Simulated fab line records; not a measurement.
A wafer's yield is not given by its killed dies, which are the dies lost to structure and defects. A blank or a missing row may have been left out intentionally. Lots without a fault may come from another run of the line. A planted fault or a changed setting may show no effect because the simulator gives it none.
Matching of chambers	flow n5Finfet	rieDiel-05 running N5_FIN_CUT_DESCUM_13: 4 sister chambers
The step chemistry O2, time 7 s. 16 wafers are shown with their chamber, then 8 later ones without.

== WAFERS PAIRED WITH THEIR CHAMBERS ==
wafer	chamber	drypumpMotorCurrentA (A)	throttleValvePct (%)	oesProductAu (a.u.)
L075.2	3	6.3	20.64	0.79
L075.3	2	6.2	20.68	0.68
L075.4	2	6.2	20.68	0.70
L077.1	0	5.8	20.25	0.72
L077.2	1	5.4	20.13	1.01
L077.5	2	6.2	20.68	0.68
L078.1	1	5.3	20.14	0.99
L078.3	2	6.2	20.69	0.68
L078.5	1	5.4	20.14	0.99
L084.1	2	6.2	20.70	0.68
L084.2	0	5.8	20.28	0.72
L084.4	1	5.4	20.15	0.96
L086.1	0	5.8	20.30	0.70
L086.4	1	5.3	20.18	0.94
L086.6	0	5.8	20.29	0.70
L090.1	3	6.4	20.68	0.78

SIGNATURES (means of the wafers above)
reading	chamber 0	chamber 1	chamber 2	chamber 3	scatter within a chamber
drypumpMotorCurrentA	5.800	5.360	6.200	6.350	0.0376
throttleValvePct	20.2800	20.1480	20.6860	20.6600	0.0183
oesProductAu	0.7100	0.9780	0.6840	0.7850	0.0179
Rule: for each reading, subtract the chamber's mean from the wafer's reading, divide by that reading's scatter and square the result; add these up over the readings and take the root, which gives the wafer's distance from the chamber. The wafer belongs to the nearest chamber; if the next one is less than 2 further off, it can't be placed. How the scatter is found: for the shown wafers, subtract from each reading the mean of its chamber, square and add these, divide the total by (wafers less chambers), then take the root.

== WAFERS WITHOUT THEIR CHAMBER ==
wafer	drypumpMotorCurrentA (A)	throttleValvePct (%)	oesProductAu (a.u.)
L090.4	5.8	20.29	0.70
L090.5	5.3	20.17	0.92
L091.1	6.4	20.70	0.77
L091.4	6.4	20.67	0.77
L091.6	5.3	20.18	0.92
L092.1	6.4	20.68	0.77
L092.2	5.8	20.30	0.70
L092.5	5.3	20.20	0.91

== WHICH CHAMBER EACH WENT THROUGH ==
wafer	from the rows above	in truth
L090.4	0	0
L090.5	1	1
L091.1	3	3
L091.4	3	3
L091.6	1	1
L092.1	3	3
L092.2	0	0
L092.5	1	1
Correct placement for 8 of the 8. Number that these rows cannot place: 0. Number placed wrongly: 0.
